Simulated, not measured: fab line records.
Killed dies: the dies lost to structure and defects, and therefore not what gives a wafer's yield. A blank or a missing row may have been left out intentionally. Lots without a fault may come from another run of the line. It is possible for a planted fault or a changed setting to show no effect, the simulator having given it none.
Matching of chambers ; flow n5_finfet ; N5_BEOL_M4_DEP_57 on pecvd-04: 3 sister chambers
The step deposits SiCN from 3MS/NH3, target thk 8 nm, time 14 s. 3 wafers are shown with their chamber, then 12 later ones without.

== WAFERS, EACH WITH ITS CHAMBER ==
wafer;chamber;throttle_valve_pct (%)
L088.1;2;8.6
L088.2;0;9.6
L088.5;1;8.8

== WAFERS WHOSE CHAMBER IS MISSING ==
wafer;throttle_valve_pct (%)
L089.1;8.7
L089.4;9.3
L089.5;8.7
L095.1;9.1
L095.4;9.0
L095.6;8.8
L097.3;9.2
L097.5;9.2
L097.6;8.5
L091.3;8.7
L091.4;9.0
L091.5;9.1

== EACH ONE'S CHAMBER ==
wafer;from the rows above;in truth
L089.1;can't be placed: 2 or 1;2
L089.4;can't be placed: 0 or 1 or 2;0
L089.5;can't be placed: 2 or 1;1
L095.1;can't be placed: 1 or 0 or 2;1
L095.4;can't be placed: 1 or 2 or 0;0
L095.6;can't be placed: 1 or 2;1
L097.3;can't be placed: 1 or 0 or 2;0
L097.5;can't be placed: 1 or 0 or 2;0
L097.6;can't be placed: 2 or 1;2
L091.3;can't be placed: 2 or 1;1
L091.4;can't be placed: 1 or 2 or 0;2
L091.5;can't be placed: 1 or 0 or 2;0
Correct placement for 0 of the 12. Can't be placed from these rows: 12 (the true chamber is among the candidates in 12). Number placed wrongly: 0.
How it was worked out, from the rows above alone: a wafer's distance from a chamber is the root of the sum, over the readings, of the square of ((its reading less the chamber's mean) divided by the reading's scatter). If the next closest chamber is less than 2 further off than the closest, the wafer can't be placed; otherwise it belongs to the closest. The mean given for a chamber averages the wafers shown for that chamber. The scatter: root of mean squared gap, hidden wafer to nearest shown wafer, with one shown wafer a chamber.
